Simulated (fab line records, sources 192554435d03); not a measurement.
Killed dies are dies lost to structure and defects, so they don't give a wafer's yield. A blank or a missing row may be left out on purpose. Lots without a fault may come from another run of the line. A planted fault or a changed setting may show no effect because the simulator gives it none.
Chamber matching | flow n5_finfet | N5_FIN_CUT_STRIP_22 on rie_diel-02: 4 sister chambers
The step strips in N2/H2. 4 wafers are shown with their chamber, then 9 later ones without.

WAFERS WITH THEIR CHAMBER
wafer  | chamber | showerhead_plenum_p_Torr (Torr)
L083.3 | 0       | 3.36
L086.1 | 3       | 3.33
L086.5 | 2       | 3.57
L086.6 | 1       | 3.30

WAFERS WITHOUT THEIR CHAMBER
wafer  | showerhead_plenum_p_Torr (Torr)
L093.1 | 3.57
L093.2 | 3.32
L093.4 | 3.36
L094.1 | 3.32
L094.5 | 3.32
L094.6 | 3.35
L097.2 | 3.30
L097.3 | 3.35
L097.5 | 3.32

WHICH CHAMBER EACH WENT THROUGH
wafer  | from the rows above     | in truth
L093.1 | 2                       | 2
L093.2 | can't be placed: 3 or 1 | 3
L093.4 | 0                       | 0
L094.1 | can't be placed: 3 or 1 | 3
L094.5 | can't be placed: 3 or 1 | 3
L094.6 | can't be placed: 0 or 3 | 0
L097.2 | 1                       | 1
L097.3 | can't be placed: 0 or 3 | 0
L097.5 | can't be placed: 3 or 1 | 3
Placed correctly: 3 of 9. Can't be placed from these rows: 6 (the true chamber is among the candidates in 6). Placed wrongly: 0.
How it was worked out, from the rows above alone: a wafer's distance from a chamber is the root of the sum, over the readings, of the square of ((its reading less the chamber's mean) divided by the reading's scatter). The wafer belongs to the nearest chamber; if the next one is less than 2 further off, it can't be placed. A chamber's mean is the mean of its shown wafers. The scatter: with one shown wafer a chamber, the root of the mean of the squares of how far each hidden wafer lies from its nearest shown one.
